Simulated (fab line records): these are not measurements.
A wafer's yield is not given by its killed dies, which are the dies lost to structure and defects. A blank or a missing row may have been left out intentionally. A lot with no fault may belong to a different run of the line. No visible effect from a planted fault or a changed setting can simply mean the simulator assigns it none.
The tool behind it: which one? ; flow nand-harc ; 13 lots, 37 wafers sampled, at 5 steps of a route of 1159

== WHAT EACH GAUGE READ, for each wafer ==
NHARC_END_SORT_01.
lot;measured;on;killed-at-array;killed-at-other;killed-at-periphery;killed-dies;killed-open;killed-short
L216;day 24 09:15;prober-01;37;0;4;41;1;1

== EACH LOT AND THE TOOL THAT RAN IT (in order: tool; ch and the chambers of the sampled wafers; start) ==
lot;NHARC_A_CONTACT_ETCH_114;NHARC_A_CONTACT_ETCH_121;NHARC_A_CONTACT_ETCH_122;NHARC_A_CONTACT_ETCH_90
L197;har-cap-etch-02 ch 0,1, day 16 09:47;har-cap-etch-02 ch 0,1, day 16 10:25;har-cap-etch-02 ch 0,1, day 16 10:31;rie-diel-09 ch 0,1,2, day 16 11:11
L199;har-cap-etch-03 ch 0,1, day 17 00:19;har-cap-etch-03 ch 0,1, day 17 00:57;har-cap-etch-03 ch 0,1, day 17 01:02;rie-diel-11 ch 1,2, day 17 01:44
L200;har-cap-etch-01 ch 0,1, day 17 02:13;har-cap-etch-01 ch 0,1, day 17 02:51;har-cap-etch-01 ch 0,1, day 17 02:56;rie-diel-11 ch 0,1,2, day 17 03:40
L203;har-cap-etch-01 ch 0,1, day 18 09:31;har-cap-etch-01 ch 0,1, day 18 10:10;har-cap-etch-01 ch 0,1, day 18 10:15;rie-diel-11 ch 1,2,3, day 18 10:57
L204;har-cap-etch-02 ch 0,1, day 18 09:59;har-cap-etch-02 ch 0,1, day 18 10:37;har-cap-etch-02 ch 0,1, day 18 10:43;rie-diel-10 ch 0,1,3, day 18 11:24
L205;har-cap-etch-03 ch 0,1, day 18 15:17;har-cap-etch-03 ch 0,1, day 18 15:56;har-cap-etch-03 ch 0,1, day 18 16:01;rie-diel-10 ch 0,1,2, day 18 16:42
L206;har-cap-etch-01 ch 0, day 18 17:02;har-cap-etch-01 ch 0, day 18 17:40;har-cap-etch-01 ch 0, day 18 17:46;rie-diel-11 ch 0,1,2, day 18 18:27
L202;har-cap-etch-01 ch 0,1, day 18 20:01;har-cap-etch-01 ch 0,1, day 18 20:38;har-cap-etch-01 ch 0,1, day 18 20:44;rie-diel-11 ch 1,2,3, day 18 21:26
L207;har-cap-etch-02 ch 0,1, day 18 22:03;har-cap-etch-02 ch 0,1, day 18 22:41;har-cap-etch-02 ch 0,1, day 18 22:47;rie-diel-10 ch 0,1,3, day 18 23:28
L211;har-cap-etch-02 ch 0,1, day 20 13:16;har-cap-etch-02 ch 0,1, day 20 13:55;har-cap-etch-02 ch 0,1, day 20 14:00;rie-diel-11 ch 2, day 20 14:39
L215;har-cap-etch-01 ch 0,1, day 21 06:22;har-cap-etch-01 ch 0,1, day 21 06:59;har-cap-etch-01 ch 0,1, day 21 07:05;rie-diel-11 ch 0,3, day 21 07:46
L216;har-cap-etch-02 ch 1, day 21 12:36;har-cap-etch-02 ch 1, day 21 13:14;har-cap-etch-02 ch 1, day 21 13:20;rie-diel-11 ch 0,2, day 21 14:04
L218;har-cap-etch-02 ch 0,1, day 22 01:29;har-cap-etch-02 ch 0,1, day 22 02:07;har-cap-etch-02 ch 0,1, day 22 02:13;rie-diel-09 ch 0,2,3, day 22 02:53
- NHARC_A_CONTACT_ETCH_114: etches the open film in C4F8/O2/Ar, time 94 s, target depth 922 nm.
- NHARC_A_CONTACT_ETCH_121: etches the open film in C4F8/O2/Ar, time 94 s, target depth 922 nm.
- NHARC_A_CONTACT_ETCH_122: etches the open film in C4F8/O2/Ar, time 95 s, target depth 930 nm.
- NHARC_A_CONTACT_ETCH_90: etches the open film in CH3F/O2, target depth 40 nm, time 85.7 s.

== WHAT THE TOOLS THEMSELVES READ (means of the sampled wafers that have a number; where no wafer has one, the mark that the record gives instead) ==
NHARC_A_CONTACT_ETCH_90.
lot;tool;drypump-motor-current-A (A);oes-product-au (a.u.);rf-vpp-V (V);run-length-s (s);showerhead-plenum-p-Torr (Torr);throttle-valve-pct (%)
L197;rie-diel-09;5.6;0.92;244.1;106.9;2.50;20.663
L199;rie-diel-11;5.7;0.95;242.1;106.9;2.29;20.666
L200;rie-diel-11;5.6;1.00;243.3;107.4;2.37;20.667
L203;rie-diel-11;5.6;1.00;243.3;107.2;2.29;20.656
L204;rie-diel-10;5.4;1.01;244.7;107.2;2.50;20.656
L205;rie-diel-10;5.5;1.01;244.1;107.6;2.43;20.662
L206;rie-diel-11;5.6;0.96;242.2;107.2;2.37;20.661
L202;rie-diel-11;5.6;1.00;241.6;107.2;2.29;20.663
L207;rie-diel-10;5.4;1.01;244.1;107.2;2.50;20.668
L211;rie-diel-11;5.8;0.92;242.9;90.5;2.29;20.660
L215;rie-diel-11;5.2;0.92;243.9;96.4;2.45;20.665
L216;rie-diel-11;5.6;1.00;244.4;90.7;2.41;20.664
L218;rie-diel-09;5.7;0.93;245.9;106.9;2.53;20.660

== THE ANSWER, worked out from the rows above alone ==
Rule: usual is defined by the lots themselves. The widest of any qualifying gaps counts: lots, ordered by their means at a reading, are off when they make up no more than a third of the lots, leave a main group of 4 or more, and stand apart from it by 3 or more times the standard deviation of that group's means. If all means in a main group match to the digits the tables above print for the reading, that group is not used. Also off: a lot with no number at a reading for which 4 or more lots have one. All remaining lots with rows at the step are treated as sound. After the gauges, taken in route order, come the tools' own readings; for these a lot's mean is taken, as printed above. At the first step where some lot is off, the reading lying furthest off is the one used; lots without a number count as furthest.
Off at NHARC_A_CONTACT_ETCH_90 (run-length-s): L211, L215, L216. Mean 107.2 s and standard deviation 0.21 in the main group.
If a tool, at that step or one of the process steps before it, ran each lot that is off and ran no sound lot following the first of them, it fits. One candidate fits, namely rie-diel-11 at NHARC_A_CONTACT_ETCH_90. A fault onset in the window from L202 (day 18 21:26, its last sound lot) to L211 (day 20 14:39, its first lot off) fits.
The tool's own readings at NHARC_A_CONTACT_ETCH_90 bear it out: on the lots that are off they differ by more than 5 times the standard deviation of the sound lots' means. run-length-s reads 92.5 s there against 107.2 s on the sound lots.

== WHAT WAS PUT IN BY THE SIMULATOR ==
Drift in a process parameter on rie-diel-11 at NHARC_A_CONTACT_ETCH_90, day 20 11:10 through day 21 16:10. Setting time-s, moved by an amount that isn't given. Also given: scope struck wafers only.
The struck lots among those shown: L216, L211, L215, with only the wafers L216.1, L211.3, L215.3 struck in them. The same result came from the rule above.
